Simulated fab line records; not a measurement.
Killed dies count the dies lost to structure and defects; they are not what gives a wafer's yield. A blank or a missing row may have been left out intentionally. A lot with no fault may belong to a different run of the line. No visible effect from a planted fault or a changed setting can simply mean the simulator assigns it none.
Matching of chambers :: flow n5_finfet :: pecvd-01 running N5_GATE_CUT_PECVD_57: 3 sister chambers
The step deposits SiNx from SiH4/NH3/N2, target thk 21 nm. 18 wafers are shown with their chamber, then 9 later ones without.

== WAFERS, EACH WITH ITS CHAMBER ==
wafer: L074.2
chamber: 1
throttle_valve_pct (%): 41.6
showerhead_plenum_p_Torr (Torr): 5.14
showerhead_vpp_V (V): 1048

wafer: L074.5
chamber: 0
throttle_valve_pct (%): 38.9
showerhead_plenum_p_Torr (Torr): 5.10
showerhead_vpp_V (V): 1095

wafer: L074.6
chamber: 1
throttle_valve_pct (%): 41.6
showerhead_plenum_p_Torr (Torr): 5.14
showerhead_vpp_V (V): 1049

wafer: L076.1
chamber: 1
throttle_valve_pct (%): 41.6
showerhead_plenum_p_Torr (Torr): 5.15
showerhead_vpp_V (V): 1049

wafer: L076.3
chamber: 2
throttle_valve_pct (%): 43.4
showerhead_plenum_p_Torr (Torr): 5.23
showerhead_vpp_V (V): 1113

wafer: L076.5
chamber: 0
throttle_valve_pct (%): 39.0
showerhead_plenum_p_Torr (Torr): 5.12
showerhead_vpp_V (V): 1080

wafer: L081.3
chamber: 0
throttle_valve_pct (%): 38.9
showerhead_plenum_p_Torr (Torr): 5.11
showerhead_vpp_V (V): 1102

wafer: L081.4
chamber: 1
throttle_valve_pct (%): 41.4
showerhead_plenum_p_Torr (Torr): 5.15
showerhead_vpp_V (V): 1048

wafer: L081.5
chamber: 0
throttle_valve_pct (%): 38.9
showerhead_plenum_p_Torr (Torr): 5.11
showerhead_vpp_V (V): 1091

wafer: L083.2
chamber: 2
throttle_valve_pct (%): 43.4
showerhead_plenum_p_Torr (Torr): 5.23
showerhead_vpp_V (V): 1110

wafer: L083.5
chamber: 0
throttle_valve_pct (%): 39.1
showerhead_plenum_p_Torr (Torr): 5.12
showerhead_vpp_V (V): 1092

wafer: L083.6
chamber: 2
throttle_valve_pct (%): 43.4
showerhead_plenum_p_Torr (Torr): 5.22
showerhead_vpp_V (V): 1145

wafer: L084.1
chamber: 2
throttle_valve_pct (%): 43.4
showerhead_plenum_p_Torr (Torr): 5.22
showerhead_vpp_V (V): 1139

wafer: L084.3
chamber: 0
throttle_valve_pct (%): 39.2
showerhead_plenum_p_Torr (Torr): 5.11
showerhead_vpp_V (V): 1099

wafer: L084.5
chamber: 2
throttle_valve_pct (%): 43.7
showerhead_plenum_p_Torr (Torr): 5.25
showerhead_vpp_V (V): 1104

wafer: L086.2
chamber: 0
throttle_valve_pct (%): 39.2
showerhead_plenum_p_Torr (Torr): 5.12
showerhead_vpp_V (V): 1084

wafer: L086.4
chamber: 0
throttle_valve_pct (%): 39.2
showerhead_plenum_p_Torr (Torr): 5.12
showerhead_vpp_V (V): 1090

wafer: L086.5
chamber: 1
throttle_valve_pct (%): 41.6
showerhead_plenum_p_Torr (Torr): 5.13
showerhead_vpp_V (V): 1075

SIGNATURES, as means of the wafers listed above
reading: throttle_valve_pct
chamber 0: 39.050
chamber 1: 41.560
chamber 2: 43.460
scatter within a chamber: 0.128

reading: showerhead_plenum_p_Torr
chamber 0: 5.1138
chamber 1: 5.1420
chamber 2: 5.2300
scatter within a chamber: 0.00919

reading: showerhead_vpp_V
chamber 0: 1091.62
chamber 1: 1053.80
chamber 2: 1122.20
scatter within a chamber: 12.4
Rule: distance of a wafer from a chamber = root of the sum over the readings of ((wafer's reading minus chamber's mean) / reading's scatter) squared. If the next closest chamber is less than 2 further off than the closest, the wafer can't be placed; otherwise it belongs to the closest. How the scatter is found: for the shown wafers, subtract from each reading the mean of its chamber, square and add these, divide the total by (wafers less chambers), then take the root.

== WAFERS MISSING THEIR CHAMBER ==
wafer: L087.1
throttle_valve_pct (%): 43.3
showerhead_plenum_p_Torr (Torr): 5.22
showerhead_vpp_V (V): 1134

wafer: L087.4
throttle_valve_pct (%): 43.4
showerhead_plenum_p_Torr (Torr): 5.23
showerhead_vpp_V (V): 1143

wafer: L087.5
throttle_valve_pct (%): 39.3
showerhead_plenum_p_Torr (Torr): 5.11
showerhead_vpp_V (V): 1082

wafer: L090.2
throttle_valve_pct (%): 39.3
showerhead_plenum_p_Torr (Torr): 5.11
showerhead_vpp_V (V): 1095

wafer: L090.4
throttle_valve_pct (%): 39.2
showerhead_plenum_p_Torr (Torr): 5.11
showerhead_vpp_V (V): 1066

wafer: L090.5
throttle_valve_pct (%): 43.7
showerhead_plenum_p_Torr (Torr): 5.22
showerhead_vpp_V (V): 1126

wafer: L094.1
throttle_valve_pct (%): 41.7
showerhead_plenum_p_Torr (Torr): 5.14
showerhead_vpp_V (V): 1063

wafer: L094.4
throttle_valve_pct (%): 39.5
showerhead_plenum_p_Torr (Torr): 5.11
showerhead_vpp_V (V): 1107

wafer: L094.5
throttle_valve_pct (%): 41.5
showerhead_plenum_p_Torr (Torr): 5.14
showerhead_vpp_V (V): 1040

== WHICH CHAMBER EACH WENT THROUGH ==
wafer: L087.1
from the rows above: 2
in truth: 2

wafer: L087.4
from the rows above: 2
in truth: 2

wafer: L087.5
from the rows above: 0
in truth: 0

wafer: L090.2
from the rows above: 0
in truth: 0

wafer: L090.4
from the rows above: 0
in truth: 0

wafer: L090.5
from the rows above: 2
in truth: 2

wafer: L094.1
from the rows above: 1
in truth: 1

wafer: L094.4
from the rows above: 0
in truth: 0

wafer: L094.5
from the rows above: 1
in truth: 1
Correct placement for 9 of the 9. Can't be placed from these rows: 0. Placed wrongly: 0.
